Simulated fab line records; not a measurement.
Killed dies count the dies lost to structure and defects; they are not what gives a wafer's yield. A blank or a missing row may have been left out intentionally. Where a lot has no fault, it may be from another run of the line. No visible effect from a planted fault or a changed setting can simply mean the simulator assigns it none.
Which of the tools did it? / flow n5_finfet / 10 lots, 26 wafers sampled, at 5 steps of a route of 1938

== WHAT THE GAUGES READ, wafer by wafer ==
N5_BEOL_M4_RC_MEAS_101. Usual: DIBL_N 36.3 mV/V, standard deviation 1.6; DIBL_P 36.2 mV/V, standard deviation 2; IOFF_N 0.160 nA/um, standard deviation 0.028; IOFF_P 0.21 nA/um, standard deviation 0.036; ION_N 677 uA/um, standard deviation 11; ION_P 465 uA/um, standard deviation 6.9; SS_N 71.5 mV/dec, standard deviation 0.55; SS_P 73.3 mV/dec, standard deviation 0.64; VT_N 250 mV, standard deviation 3; VT_P -250 mV, standard deviation 3.5.
lot=L693; measured=day 7 20:53; on=prober-01; DIBL_N (mV/V)=40.7 39.1; DIBL_P (mV/V)=40.5 38.7; IOFF_N (nA/um)=0.246 0.186; IOFF_P (nA/um)=0.30 0.25; ION_N (uA/um)=688 671; ION_P (uA/um)=472 466; SS_N (mV/dec)=71.9 72.2; SS_P (mV/dec)=73.7 74.2; VT_N (mV)=243 247; VT_P (mV)=-246 -248; flag=
lot=L694; measured=day 8 00:02; on=prober-02; DIBL_N (mV/V)=35.3 36.1 36.5; DIBL_P (mV/V)=35.1 35.6 36.0; IOFF_N (nA/um)=0.145 0.159 0.167; IOFF_P (nA/um)=0.20 0.21 0.22; ION_N (uA/um)=682 679 675; ION_P (uA/um)=464 471 462; SS_N (mV/dec)=70.8 70.7 70.7; SS_P (mV/dec)=72.4 72.5 72.9; VT_N (mV)=250 248 249; VT_P (mV)=-248 -247 -251; flag=
lot=L697; measured=day 9 08:10; on=prober-01; DIBL_N (mV/V)=33.3 34.5 34.5; DIBL_P (mV/V)=33.7 34.8 33.9; IOFF_N (nA/um)=0.114 0.136 0.139; IOFF_P (nA/um)=0.15 0.17 0.16; ION_N (uA/um)=660 679 669; ION_P (uA/um)=456 470 457; SS_N (mV/dec)=70.6 70.5 71.2; SS_P (mV/dec)=72.6 72.8 73.1; VT_N (mV)=256 255 252; VT_P (mV)=-255 -252 -254; flag=
lot=L699; measured=day 9 12:29; on=prober-01; DIBL_N (mV/V)=37.1 37.2 36.6; DIBL_P (mV/V)=36.7 35.5 35.7; IOFF_N (nA/um)=0.159 0.166 0.150; IOFF_P (nA/um)=0.21 0.20 0.19; ION_N (uA/um)=679 671 683; ION_P (uA/um)=467 459 461; SS_N (mV/dec)=72.0 72.2 71.2; SS_P (mV/dec)=73.0 72.8 72.2; VT_N (mV)=250 247 249; VT_P (mV)=-252 -250 -250; flag=
lot=L703; measured=day 10 22:34; on=prober-01; DIBL_N (mV/V)=35.6 36.8 35.2; DIBL_P (mV/V)=36.5 39.4 38.0; IOFF_N (nA/um)=0.143 0.181 0.152; IOFF_P (nA/um)=0.18 0.22 0.20; ION_N (uA/um)=679 694 671; ION_P (uA/um)=462 470 458; SS_N (mV/dec)=71.3 72.5 72.0; SS_P (mV/dec)=73.0 73.3 72.7; VT_N (mV)=252 249 250; VT_P (mV)=-257 -252 -255; flag=
lot=L705; measured=day 11 00:25; on=prober-02; DIBL_N (mV/V)=37.0 35.0 35.2; DIBL_P (mV/V)=34.4 33.2 32.7; IOFF_N (nA/um)=0.143 0.127 0.130; IOFF_P (nA/um)=0.18 0.17 0.16; ION_N (uA/um)=663 668 673; ION_P (uA/um)=460 463 459; SS_N (mV/dec)=71.6 70.7 71.0; SS_P (mV/dec)=73.0 72.5 72.9; VT_N (mV)=253 253 254; VT_P (mV)=-253 -256 -257; flag=
lot=L707; measured=day 11 05:48; on=prober-01; DIBL_N (mV/V)=38.8 36.4; DIBL_P (mV/V)=38.5 36.7; IOFF_N (nA/um)=0.223 0.171; IOFF_P (nA/um)=0.24 0.21; ION_N (uA/um)=688 678; ION_P (uA/um)=461 462; SS_N (mV/dec)=72.2 72.1; SS_P (mV/dec)=74.4 73.8; VT_N (mV)=246 249; VT_P (mV)=-250 -251; flag=
lot=L714; measured=day 13 12:34; on=prober-02; DIBL_N (mV/V)=34.3 34.5; DIBL_P (mV/V)=34.8 34.4; IOFF_N (nA/um)=0.135 0.128; IOFF_P (nA/um)=0.20 0.18; ION_N (uA/um)=665 665; ION_P (uA/um)=463 462; SS_N (mV/dec)=71.1 70.9; SS_P (mV/dec)=73.0 73.1; VT_N (mV)=251 253; VT_P (mV)=-249 -252; flag=
lot=L715; measured=day 13 18:03; on=prober-01; DIBL_N (mV/V)=36.7 35.5; DIBL_P (mV/V)=35.4 34.4; IOFF_N (nA/um)=0.172 0.151; IOFF_P (nA/um)=0.21 0.20; ION_N (uA/um)=682 684; ION_P (uA/um)=463 465; SS_N (mV/dec)=71.5 71.0; SS_P (mV/dec)=73.3 73.7; VT_N (mV)=247 246; VT_P (mV)=-250 -248; flag=
lot=L716; measured=day 13 21:29; on=prober-02; DIBL_N (mV/V)=36.5 35.6 36.0; DIBL_P (mV/V)=36.4 35.2 35.8; IOFF_N (nA/um)=0.155 0.144 0.139; IOFF_P (nA/um)=0.19 0.16 0.17; ION_N (uA/um)=671 678 670; ION_P (uA/um)=453 456 452; SS_N (mV/dec)=72.0 71.4 71.6; SS_P (mV/dec)=73.5 73.4 73.5; VT_N (mV)=250 251 249; VT_P (mV)=-254 -257 -253; flag=

== TOOL THAT RAN EACH LOT (tool first, then ch and the chambers of the sampled wafers, then the start) ==
lot=L693; N5_FIN_SAQP_PECVD_47=pecvd-03 ch 0,1, day 1 20:52; N5_FIN_SAQP_PECVD_48=pecvd-03 ch 0,1, day 1 20:54; N5_FIN_SAQP_ETCH_51=rie_diel-06 ch 2,3, day 1 21:31; N5_FIN_SAQP_ETCH_57=rie_diel-03 ch 1,3, day 1 23:36
lot=L694; N5_FIN_SAQP_PECVD_47=pecvd-03 ch 0,2, day 2 04:22; N5_FIN_SAQP_PECVD_48=pecvd-03 ch 0,2, day 2 04:25; N5_FIN_SAQP_ETCH_51=rie_diel-06 ch 1,2, day 2 05:18; N5_FIN_SAQP_ETCH_57=rie_diel-06 ch 1,2,3, day 2 07:41
lot=L697; N5_FIN_SAQP_PECVD_47=pecvd-02 ch 0,1,2, day 2 21:10; N5_FIN_SAQP_PECVD_48=pecvd-02 ch 0,1,2, day 2 21:12; N5_FIN_SAQP_ETCH_51=rie_diel-02 ch 1,2,3, day 2 21:56; N5_FIN_SAQP_ETCH_57=rie_diel-06 ch 0,2,3, day 2 23:59
lot=L699; N5_FIN_SAQP_PECVD_47=pecvd-03 ch 0,1, day 3 09:49; N5_FIN_SAQP_PECVD_48=pecvd-03 ch 0,1, day 3 09:51; N5_FIN_SAQP_ETCH_51=rie_diel-02 ch 0,2,3, day 3 10:36; N5_FIN_SAQP_ETCH_57=rie_diel-02 ch 0,3, day 3 12:50
lot=L703; N5_FIN_SAQP_PECVD_47=pecvd-04 ch 0,1,2, day 4 09:20; N5_FIN_SAQP_PECVD_48=pecvd-04 ch 0,1,2, day 4 09:23; N5_FIN_SAQP_ETCH_51=rie_diel-03 ch 1,3, day 4 10:11; N5_FIN_SAQP_ETCH_57=rie_diel-03 ch 0,2,3, day 4 14:04
lot=L705; N5_FIN_SAQP_PECVD_47=pecvd-04 ch 0,2, day 4 21:35; N5_FIN_SAQP_PECVD_48=pecvd-04 ch 0,2, day 4 21:37; N5_FIN_SAQP_ETCH_51=rie_diel-02 ch 1,2,3, day 4 22:42; N5_FIN_SAQP_ETCH_57=rie_diel-06 ch 1,2, day 5 02:32
lot=L707; N5_FIN_SAQP_PECVD_47=pecvd-02 ch 2, day 5 08:51; N5_FIN_SAQP_PECVD_48=pecvd-02 ch 2, day 5 08:53; N5_FIN_SAQP_ETCH_51=rie_diel-06 ch 0, day 5 09:38; N5_FIN_SAQP_ETCH_57=rie_diel-03 ch 0, day 5 12:13
lot=L714; N5_FIN_SAQP_PECVD_47=pecvd-04 ch 1,2, day 7 02:44; N5_FIN_SAQP_PECVD_48=pecvd-04 ch 1,2, day 7 02:46; N5_FIN_SAQP_ETCH_51=rie_diel-03 ch 3, day 7 03:30; N5_FIN_SAQP_ETCH_57=rie_diel-02 ch 0,2, day 7 05:51
lot=L715; N5_FIN_SAQP_PECVD_47=pecvd-04 ch 0,2, day 7 08:44; N5_FIN_SAQP_PECVD_48=pecvd-04 ch 0,2, day 7 08:47; N5_FIN_SAQP_ETCH_51=rie_diel-03 ch 0,2, day 7 09:53; N5_FIN_SAQP_ETCH_57=rie_diel-06 ch 1,3, day 7 12:04
lot=L716; N5_FIN_SAQP_PECVD_47=pecvd-03 ch 1,2, day 7 15:56; N5_FIN_SAQP_PECVD_48=pecvd-03 ch 1,2, day 7 15:59; N5_FIN_SAQP_ETCH_51=rie_diel-02 ch 1,2,3, day 7 16:43; N5_FIN_SAQP_ETCH_57=rie_diel-06 ch 1,2,3, day 7 18:48
- N5_FIN_SAQP_PECVD_47: deposits a-Si from SiH4/He, target thk 45 nm, time 36.3 s.
- N5_FIN_SAQP_PECVD_48: deposits SiNx from SiH4/NH3/N2, target thk 25 nm, time 22.1 s.
- N5_FIN_SAQP_ETCH_51: etches SiARC in CF4, target depth 45.5 nm, time 75.8 s.
- N5_FIN_SAQP_ETCH_57: etches SiNx in CH3F/O2, target depth 32.5 nm, time 46.4 s.

== WHAT THE TOOLS THEMSELVES READ (means of the sampled wafers that have a number; where no wafer has one, the mark that the record gives instead) ==
N5_FIN_SAQP_PECVD_47. Usual: heater_power_w 787 W, standard deviation 83; showerhead_plenum_p_Torr 5.67 Torr, standard deviation 0.045; susceptor_temp_C 400.05 C, standard deviation 0.21; throttle_valve_pct 18.3 %, standard deviation 0.67.
lot=L693; tool=pecvd-03; heater_power_w (W)=884; showerhead_plenum_p_Torr (Torr)=5.67; susceptor_temp_C (C)=399.92; throttle_valve_pct (%)=18.9; flag=
lot=L694; tool=pecvd-03; heater_power_w (W)=734; showerhead_plenum_p_Torr (Torr)=5.70; susceptor_temp_C (C)=399.86; throttle_valve_pct (%)=17.5; flag=
lot=L697; tool=pecvd-02; heater_power_w (W)=758; showerhead_plenum_p_Torr (Torr)=5.67; susceptor_temp_C (C)=400.20; throttle_valve_pct (%)=18.5; flag=
lot=L699; tool=pecvd-03; heater_power_w (W)=914; showerhead_plenum_p_Torr (Torr)=5.66; susceptor_temp_C (C)=399.74; throttle_valve_pct (%)=18.9; flag=
lot=L703; tool=pecvd-04; heater_power_w (W)=774; showerhead_plenum_p_Torr (Torr)=5.64; susceptor_temp_C (C)=400.25; throttle_valve_pct (%)=18.2; flag=
lot=L705; tool=pecvd-04; heater_power_w (W)=714; showerhead_plenum_p_Torr (Torr)=5.67; susceptor_temp_C (C)=400.03; throttle_valve_pct (%)=18.2; flag=
lot=L707; tool=pecvd-02; heater_power_w (W)=855; showerhead_plenum_p_Torr (Torr)=5.74; susceptor_temp_C (C)=400.06; throttle_valve_pct (%)=17.8; flag=
lot=L714; tool=pecvd-04; heater_power_w (W)=750; showerhead_plenum_p_Torr (Torr)=5.66; susceptor_temp_C (C)=400.10; throttle_valve_pct (%)=18.4; flag=
lot=L715; tool=pecvd-04; heater_power_w (W)=746; showerhead_plenum_p_Torr (Torr)=5.67; susceptor_temp_C (C)=400.06; throttle_valve_pct (%)=18.2; flag=
lot=L716; tool=pecvd-03; heater_power_w (W)=889; showerhead_plenum_p_Torr (Torr)=5.70; susceptor_temp_C (C)=400.15; throttle_valve_pct (%)=18.2; flag=

N5_FIN_SAQP_PECVD_48. Usual: heater_power_w 717 W, standard deviation 80; showerhead_plenum_p_Torr 5.15 Torr, standard deviation 0.062; susceptor_temp_C 400.03 C, standard deviation 0.21; throttle_valve_pct 40.2 %, standard deviation 1.5.
lot=L693; tool=pecvd-03; heater_power_w (W)=825; showerhead_plenum_p_Torr (Torr)=5.15; susceptor_temp_C (C)=399.94; throttle_valve_pct (%)=41.3; flag=
lot=L694; tool=pecvd-03; heater_power_w (W)=731; showerhead_plenum_p_Torr (Torr)=5.20; susceptor_temp_C (C)=400.16; throttle_valve_pct (%)=38.5; flag=
lot=L697; tool=pecvd-02; heater_power_w (W)=679; showerhead_plenum_p_Torr (Torr)=5.15; susceptor_temp_C (C)=400.07; throttle_valve_pct (%)=40.8; flag=
lot=L699; tool=pecvd-03; heater_power_w (W)=829; showerhead_plenum_p_Torr (Torr)=5.14; susceptor_temp_C (C)=400.12; throttle_valve_pct (%)=41.3; flag=
lot=L703; tool=pecvd-04; heater_power_w (W)=683; showerhead_plenum_p_Torr (Torr)=5.12; susceptor_temp_C (C)=399.95; throttle_valve_pct (%)=39.9; flag=
lot=L705; tool=pecvd-04; heater_power_w (W)=661; showerhead_plenum_p_Torr (Torr)=5.15; susceptor_temp_C (C)=400.00; throttle_valve_pct (%)=39.8; flag=
lot=L707; tool=pecvd-02; heater_power_w (W)=742; showerhead_plenum_p_Torr (Torr)=5.22; susceptor_temp_C (C)=399.92; throttle_valve_pct (%)=39.1; flag=
lot=L714; tool=pecvd-04; heater_power_w (W)=618; showerhead_plenum_p_Torr (Torr)=5.14; susceptor_temp_C (C)=400.09; throttle_valve_pct (%)=40.4; flag=
lot=L715; tool=pecvd-04; heater_power_w (W)=739; showerhead_plenum_p_Torr (Torr)=5.13; susceptor_temp_C (C)=399.84; throttle_valve_pct (%)=39.6; flag=
lot=L716; tool=pecvd-03; heater_power_w (W)=819; showerhead_plenum_p_Torr (Torr)=5.20; susceptor_temp_C (C)=399.98; throttle_valve_pct (%)=39.6; flag=

N5_FIN_SAQP_ETCH_51. Usual: drypump_motor_current_A 5.7 A, standard deviation 0.42; etch_rf_on_time_s 74.9 s, standard deviation 1.8; oes_product_au 0.70 a.u., standard deviation 0.085; rf_vpp_V 184.4 V, standard deviation 1.1; showerhead_plenum_p_Torr 2.17 Torr, standard deviation 0.065; throttle_valve_pct 15.50 %, standard deviation 0.28.
lot=L693; tool=rie_diel-06; drypump_motor_current_A (A)=5.4; etch_rf_on_time_s (s)=72.0; oes_product_au (a.u.)=0.70; rf_vpp_V (V)=185.6; showerhead_plenum_p_Torr (Torr)=2.23; throttle_valve_pct (%)=15.41; flag=
lot=L694; tool=rie_diel-06; drypump_motor_current_A (A)=5.8; etch_rf_on_time_s (s)=74.8; oes_product_au (a.u.)=0.69; rf_vpp_V (V)=183.3; showerhead_plenum_p_Torr (Torr)=2.12; throttle_valve_pct (%)=15.48; flag=
lot=L697; tool=rie_diel-02; drypump_motor_current_A (A)=5.4; etch_rf_on_time_s (s)=74.7; oes_product_au (a.u.)=0.66; rf_vpp_V (V)=184.1; showerhead_plenum_p_Torr (Torr)=2.17; throttle_valve_pct (%)=15.45; flag=
lot=L699; tool=rie_diel-02; drypump_motor_current_A (A)=5.7; etch_rf_on_time_s (s)=75.2; oes_product_au (a.u.)=0.65; rf_vpp_V (V)=184.2; showerhead_plenum_p_Torr (Torr)=2.14; throttle_valve_pct (%)=15.66; flag=
lot=L703; tool=rie_diel-03; drypump_motor_current_A (A)=5.6; etch_rf_on_time_s (s)=75.7; oes_product_au (a.u.)=0.71; rf_vpp_V (V)=183.7; showerhead_plenum_p_Torr (Torr)=2.13; throttle_valve_pct (%)=15.45; flag=
lot=L705; tool=rie_diel-02; drypump_motor_current_A (A)=5.4; etch_rf_on_time_s (s)=75.5; oes_product_au (a.u.)=0.64; rf_vpp_V (V)=184.3; showerhead_plenum_p_Torr (Torr)=2.16; throttle_valve_pct (%)=15.49; flag=
lot=L707; tool=rie_diel-06; drypump_motor_current_A (A)=6.1; etch_rf_on_time_s (s)=76.3; oes_product_au (a.u.)=0.76; rf_vpp_V (V)=185.3; showerhead_plenum_p_Torr (Torr)=2.25; throttle_valve_pct (%)=15.02; flag=
lot=L714; tool=rie_diel-03; drypump_motor_current_A (A)=5.6; etch_rf_on_time_s (s)=76.5; oes_product_au (a.u.)=0.73; rf_vpp_V (V)=184.2; showerhead_plenum_p_Torr (Torr)=2.17; throttle_valve_pct (%)=15.29; flag=
lot=L715; tool=rie_diel-03; drypump_motor_current_A (A)=5.8; etch_rf_on_time_s (s)=75.0; oes_product_au (a.u.)=0.74; rf_vpp_V (V)=186.2; showerhead_plenum_p_Torr (Torr)=2.21; throttle_valve_pct (%)=15.75; flag=
lot=L716; tool=rie_diel-02; drypump_motor_current_A (A)=5.4; etch_rf_on_time_s (s)=76.0; oes_product_au (a.u.)=0.62; rf_vpp_V (V)=184.4; showerhead_plenum_p_Torr (Torr)=2.15; throttle_valve_pct (%)=15.54; flag=

N5_FIN_SAQP_ETCH_57. Usual: drypump_motor_current_A 5.7 A, standard deviation 0.43; etch_rf_on_time_s 45.9 s, standard deviation 1; oes_product_au 0.71 a.u., standard deviation 0.082; rf_vpp_V 298 V, standard deviation 6.5; showerhead_plenum_p_Torr 2.03 Torr, standard deviation 0.07; throttle_valve_pct 16.23 %, standard deviation 0.29.
lot=L693; tool=rie_diel-03; drypump_motor_current_A (A)=5.7; etch_rf_on_time_s (s)=46.1; oes_product_au (a.u.)=0.59; rf_vpp_V (V)=300; showerhead_plenum_p_Torr (Torr)=1.96; throttle_valve_pct (%)=16.45; flag=
lot=L694; tool=rie_diel-06; drypump_motor_current_A (A)=5.7; etch_rf_on_time_s (s)=44.7; oes_product_au (a.u.)=0.70; rf_vpp_V (V)=298; showerhead_plenum_p_Torr (Torr)=2.04; throttle_valve_pct (%)=16.18; flag=
lot=L697; tool=rie_diel-06; drypump_motor_current_A (A)=5.7; etch_rf_on_time_s (s)=44.6; oes_product_au (a.u.)=0.74; rf_vpp_V (V)=302; showerhead_plenum_p_Torr (Torr)=2.10; throttle_valve_pct (%)=16.06; flag=
lot=L699; tool=rie_diel-02; drypump_motor_current_A (A)=5.4; etch_rf_on_time_s (s)=45.6; oes_product_au (a.u.)=0.70; rf_vpp_V (V)=295; showerhead_plenum_p_Torr (Torr)=2.03; throttle_valve_pct (%)=16.25; flag=
lot=L703; tool=rie_diel-03; drypump_motor_current_A (A)=5.7; etch_rf_on_time_s (s)=46.4; oes_product_au (a.u.)=0.79; rf_vpp_V (V)=298; showerhead_plenum_p_Torr (Torr)=2.07; throttle_valve_pct (%)=16.32; flag=
lot=L705; tool=rie_diel-06; drypump_motor_current_A (A)=5.4; etch_rf_on_time_s (s)=45.0; oes_product_au (a.u.)=0.78; rf_vpp_V (V)=297; showerhead_plenum_p_Torr (Torr)=2.01; throttle_valve_pct (%)=15.98; flag=
lot=L707; tool=rie_diel-03; drypump_motor_current_A (A)=6.1; etch_rf_on_time_s (s)=53.8; oes_product_au (a.u.)=0.68; rf_vpp_V (V)=294; showerhead_plenum_p_Torr (Torr)=2.03; throttle_valve_pct (%)=16.60; flag=OFF
lot=L714; tool=rie_diel-02; drypump_motor_current_A (A)=6.0; etch_rf_on_time_s (s)=45.3; oes_product_au (a.u.)=0.70; rf_vpp_V (V)=296; showerhead_plenum_p_Torr (Torr)=1.97; throttle_valve_pct (%)=16.48; flag=
lot=L715; tool=rie_diel-06; drypump_motor_current_A (A)=5.9; etch_rf_on_time_s (s)=45.1; oes_product_au (a.u.)=0.72; rf_vpp_V (V)=298; showerhead_plenum_p_Torr (Torr)=2.02; throttle_valve_pct (%)=16.20; flag=
lot=L716; tool=rie_diel-06; drypump_motor_current_A (A)=5.7; etch_rf_on_time_s (s)=44.3; oes_product_au (a.u.)=0.72; rf_vpp_V (V)=298; showerhead_plenum_p_Torr (Torr)=2.03; throttle_valve_pct (%)=16.09; flag=

== THE ANSWER, worked out from the rows above alone ==
Rule: lot off if the mean of its wafers having a number is beyond 3 standard deviations from the usual mean. Also off: a lot with no number at a reading for which 4 or more lots have one. All remaining lots with rows at the step are treated as sound. Order of review: gauges by route order, followed by the tools' own readings, for which a lot's mean as printed above is used. The first step at which some lot is off is used, and at that step the reading that is off furthest; a lot without a number counts as furthest.
Off: L707 (N5_FIN_SAQP_ETCH_57, etch_rf_on_time_s).
A tool fits if, at that step or a process step before it, it ran every lot that is off, and no sound lot after the first of them. Can't be told from this: 3 tools fit, pecvd-02 at N5_FIN_SAQP_PECVD_47 and N5_FIN_SAQP_PECVD_48, rie_diel-06 at N5_FIN_SAQP_ETCH_51, rie_diel-03 at N5_FIN_SAQP_ETCH_57.

== WHAT WAS PUT IN BY THE SIMULATOR ==
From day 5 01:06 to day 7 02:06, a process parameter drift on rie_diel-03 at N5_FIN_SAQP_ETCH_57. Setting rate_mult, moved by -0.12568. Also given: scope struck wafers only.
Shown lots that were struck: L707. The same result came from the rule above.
